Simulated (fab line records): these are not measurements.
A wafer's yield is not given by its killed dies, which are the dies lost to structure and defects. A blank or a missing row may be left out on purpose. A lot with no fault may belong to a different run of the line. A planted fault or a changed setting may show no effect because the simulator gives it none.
Which tool did it? :: flow nandHarc :: 14 lots with 41 wafers sampled at 3 steps, on a route of 1302 steps

## WHAT THE GAUGES SHOWED, per wafer
NHARC_P_CONTACT_CD_MEAS_19.
lot: L292
measured: day 6 14:17
on: cdSem-02
cdNm (nm): 89.1 90.7 89.9

lot: L293
measured: day 7 03:50
on: cdSem-01
cdNm (nm): 88.2 88.5 89.6

lot: L294
measured: day 7 10:48
on: cdSem-02
cdNm (nm): 90.6 91.2 93.1

lot: L296
measured: day 7 22:22
on: cdSem-02
cdNm (nm): 89.4 92.5 92.5

lot: L297
measured: day 8 08:13
on: cdSem-01
cdNm (nm): 89.2 92.6 88.5

lot: L298
measured: day 9 01:39
on: cdSem-03
cdNm (nm): 91.3 90.4 90.5

lot: L299
measured: day 9 04:16
on: cdSem-03
cdNm (nm): 90.7 89.3 87.7

lot: L305
measured: day 12 06:04
on: cdSem-03
cdNm (nm): 94.3 91.7

lot: L306
measured: day 12 11:49
on: cdSem-03
cdNm (nm): 93.2 89.4 91.0

lot: L309
measured: day 13 16:20
on: cdSem-03
cdNm (nm): 88.0 90.7 89.9

lot: L310
measured: day 14 00:20
on: cdSem-02
cdNm (nm): 89.8 87.2 87.9

lot: L311
measured: day 14 22:07
on: cdSem-02
cdNm (nm): 89.6 86.6 91.4

lot: L313
measured: day 15 00:05
on: cdSem-01
cdNm (nm): 87.9 89.0 85.5

lot: L314
measured: day 15 12:31
on: cdSem-03
cdNm (nm): 89.7 90.4 88.4

## TOOL THAT RAN EACH LOT (tool first, then ch and the chambers of the sampled wafers, then the start)
lot: L292
NHARC_P_GATE_STRIP_95: plasmaAsher-01 ch 0,1, day 6 09:56
NHARC_P_CONTACT_PEB_10: lithoTrack-01 ch 0, day 6 13:10

lot: L293
NHARC_P_GATE_STRIP_95: plasmaAsher-02 ch 0,1, day 6 22:55
NHARC_P_CONTACT_PEB_10: lithoTrack-06 ch 0, day 7 02:16

lot: L294
NHARC_P_GATE_STRIP_95: plasmaAsher-02 ch 0,1, day 7 06:25
NHARC_P_CONTACT_PEB_10: lithoTrack-04 ch 0, day 7 09:37

lot: L296
NHARC_P_GATE_STRIP_95: plasmaAsher-01 ch 0,1, day 7 17:53
NHARC_P_CONTACT_PEB_10: lithoTrack-01 ch 0, day 7 21:14

lot: L297
NHARC_P_GATE_STRIP_95: plasmaAsher-02 ch 0,1, day 8 03:44
NHARC_P_CONTACT_PEB_10: lithoTrack-01 ch 0, day 8 07:04

lot: L298
NHARC_P_GATE_STRIP_95: plasmaAsher-01 ch 1, day 8 21:10
NHARC_P_CONTACT_PEB_10: lithoTrack-04 ch 0, day 9 00:31

lot: L299
NHARC_P_GATE_STRIP_95: plasmaAsher-01 ch 0,1, day 8 23:37
NHARC_P_CONTACT_PEB_10: lithoTrack-01 ch 0, day 9 02:59

lot: L305
NHARC_P_GATE_STRIP_95: plasmaAsher-01 ch 0,1, day 12 00:40
NHARC_P_CONTACT_PEB_10: lithoTrack-01 ch 0, day 12 04:55

lot: L306
NHARC_P_GATE_STRIP_95: plasmaAsher-02 ch 0,1, day 12 07:17
NHARC_P_CONTACT_PEB_10: lithoTrack-01 ch 0, day 12 10:34

lot: L309
NHARC_P_GATE_STRIP_95: plasmaAsher-01 ch 0,1, day 13 11:49
NHARC_P_CONTACT_PEB_10: lithoTrack-06 ch 0, day 13 15:11

lot: L310
NHARC_P_GATE_STRIP_95: plasmaAsher-02 ch 1, day 13 19:37
NHARC_P_CONTACT_PEB_10: lithoTrack-06 ch 0, day 13 23:13

lot: L311
NHARC_P_GATE_STRIP_95: plasmaAsher-02 ch 0,1, day 14 17:29
NHARC_P_CONTACT_PEB_10: lithoTrack-04 ch 0, day 14 20:59

lot: L313
NHARC_P_GATE_STRIP_95: plasmaAsher-02 ch 0,1, day 14 19:35
NHARC_P_CONTACT_PEB_10: lithoTrack-04 ch 0, day 14 22:56

lot: L314
NHARC_P_GATE_STRIP_95: plasmaAsher-02 ch 0,1, day 15 08:02
NHARC_P_CONTACT_PEB_10: lithoTrack-06 ch 0, day 15 11:23
- NHARC_P_GATE_STRIP_95: strips in O2.
- NHARC_P_CONTACT_PEB_10: peb time 65 s.

## WHAT THE TOOLS THEMSELVES READ (means of the sampled wafers that have a number; where no wafer has one, the mark that the record gives instead)
NHARC_P_GATE_STRIP_95.
lot: L292
tool: plasmaAsher-01
drypumpMotorCurrentA (A): 5.8
heaterPowerW (W): 288

lot: L293
tool: plasmaAsher-02
drypumpMotorCurrentA (A): 4.9
heaterPowerW (W): 324

lot: L294
tool: plasmaAsher-02
drypumpMotorCurrentA (A): 4.9
heaterPowerW (W): 329

lot: L296
tool: plasmaAsher-01
drypumpMotorCurrentA (A): 5.8
heaterPowerW (W): 291

lot: L297
tool: plasmaAsher-02
drypumpMotorCurrentA (A): 4.8
heaterPowerW (W): 339

lot: L298
tool: plasmaAsher-01
drypumpMotorCurrentA (A): 6.1
heaterPowerW (W): 308

lot: L299
tool: plasmaAsher-01
drypumpMotorCurrentA (A): 5.7
heaterPowerW (W): 307

lot: L305
tool: plasmaAsher-01
drypumpMotorCurrentA (A): 5.6
heaterPowerW (W): 308

lot: L306
tool: plasmaAsher-02
drypumpMotorCurrentA (A): 4.9
heaterPowerW (W): 314

lot: L309
tool: plasmaAsher-01
drypumpMotorCurrentA (A): 5.8
heaterPowerW (W): 308

lot: L310
tool: plasmaAsher-02
drypumpMotorCurrentA (A): 5.1
heaterPowerW (W): 306

lot: L311
tool: plasmaAsher-02
drypumpMotorCurrentA (A): 4.8
heaterPowerW (W): 317

lot: L313
tool: plasmaAsher-02
drypumpMotorCurrentA (A): 5.0
heaterPowerW (W): 309

lot: L314
tool: plasmaAsher-02
drypumpMotorCurrentA (A): 4.8
heaterPowerW (W): 323

NHARC_P_CONTACT_PEB_10.
lot: L292
tool: lithoTrack-01
plateTempC (C): 100.14

lot: L293
tool: lithoTrack-06
plateTempC (C): 100.01

lot: L294
tool: lithoTrack-04
plateTempC (C): 99.95

lot: L296
tool: lithoTrack-01
plateTempC (C): 99.90

lot: L297
tool: lithoTrack-01
plateTempC (C): 99.92

lot: L298
tool: lithoTrack-04
plateTempC (C): 99.93

lot: L299
tool: lithoTrack-01
plateTempC (C): 99.98

lot: L305
tool: lithoTrack-01
plateTempC (C): 100.66

lot: L306
tool: lithoTrack-01
plateTempC (C): 100.73

lot: L309
tool: lithoTrack-06
plateTempC (C): 99.91

lot: L310
tool: lithoTrack-06
plateTempC (C): 99.95

lot: L311
tool: lithoTrack-04
plateTempC (C): 99.85

lot: L313
tool: lithoTrack-04
plateTempC (C): 100.04

lot: L314
tool: lithoTrack-06
plateTempC (C): 99.97

## THE ANSWER, worked out from the rows above alone
Rule: what is usual is taken from the lots themselves. Put in order of their means at a reading, lots are off if they are a third of the lots or fewer, leave a main group of 4 or more, and stand apart from it by a gap of 3 or more times the standard deviation of the main group's means; of several such gaps the widest counts. A main group whose means are all the same, to the digits that the tables above print for the reading, isn't used. Also off: a lot with no number at a reading for which 4 or more lots have one. Any other lot the step has rows for is counted as sound. After the gauges, taken in route order, come the tools' own readings; for these a lot's mean is taken, as printed above. The first step at which some lot is off is used, and at that step the reading that is off furthest; a lot without a number counts as furthest.
Off: L305, L306, at NHARC_P_CONTACT_PEB_10 (plateTempC). For the main group the mean is 99.96 C and the standard deviation 0.072.
If a tool, at that step or one of the process steps before it, ran each lot that is off and ran no sound lot following the first of them, it fits. One fits: NHARC_P_CONTACT_PEB_10 on lithoTrack-01. Its last sound lot is L299 (day 9 02:59), its first lot that is off L305 (day 12 04:55): a fault that began between those two fits.
The tool's own readings at NHARC_P_CONTACT_PEB_10 bear it out: on the lots that are off they differ by more than 5 times the standard deviation of the sound lots' means. plateTempC reads 100.69 C there against 99.96 C on the sound lots.

## WHAT HAD BEEN PUT IN BY THE SIMULATOR
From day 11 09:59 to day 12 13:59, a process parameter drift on lithoTrack-01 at NHARC_P_CONTACT_PEB_10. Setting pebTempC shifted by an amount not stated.
Shown lots that were struck: L305, L306. The same result came from the rule above.
